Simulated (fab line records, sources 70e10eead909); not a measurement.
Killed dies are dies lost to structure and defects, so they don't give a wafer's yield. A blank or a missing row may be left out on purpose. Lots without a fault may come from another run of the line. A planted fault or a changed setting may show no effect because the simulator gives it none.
Chamber matching | flow nand_harc | NHARC_A_CONTACT_ETCH_75 on rie_diel-02: 4 sister chambers
The step etches the open film in CF4, target depth 39 nm, time 65 s. 4 wafers are shown with their chamber, then 12 later ones without.

WAFERS WITH THEIR CHAMBER
wafer  | chamber | showerhead_plenum_p_Torr (Torr)
L088.3 | 0       | 1.86
L087.1 | 3       | 1.66
L087.3 | 2       | 1.64
L087.4 | 1       | 1.66

WAFERS WITHOUT THEIR CHAMBER
wafer  | showerhead_plenum_p_Torr (Torr)
L091.3 | 1.66
L091.5 | 1.64
L091.6 | 1.66
L092.1 | 1.65
L092.2 | 1.64
L092.5 | 1.66
L096.2 | 1.66
L096.3 | 1.65
L096.4 | 1.64
L097.1 | 1.86
L097.3 | 1.66
L097.6 | 1.86

WHICH CHAMBER EACH WENT THROUGH
wafer  | from the rows above          | in truth
L091.3 | can't be placed: 1 or 3      | 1
L091.5 | 2                            | 2
L091.6 | can't be placed: 1 or 3      | 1
L092.1 | can't be placed: 1 or 2 or 3 | 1
L092.2 | 2                            | 2
L092.5 | can't be placed: 1 or 3      | 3
L096.2 | can't be placed: 1 or 3      | 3
L096.3 | can't be placed: 1 or 2 or 3 | 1
L096.4 | 2                            | 2
L097.1 | 0                            | 0
L097.3 | can't be placed: 1 or 3      | 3
L097.6 | 0                            | 0
Placed correctly: 5 of 12. Can't be placed from these rows: 7 (the true chamber is among the candidates in 7). Placed wrongly: 0.
How it was worked out, from the rows above alone: a wafer's distance from a chamber is the root of the sum, over the readings, of the square of ((its reading less the chamber's mean) divided by the reading's scatter). The wafer belongs to the nearest chamber; if the next one is less than 2 further off, it can't be placed. A chamber's mean is the mean of its shown wafers. The scatter: with one shown wafer a chamber, the root of the mean of the squares of how far each hidden wafer lies from its nearest shown one.
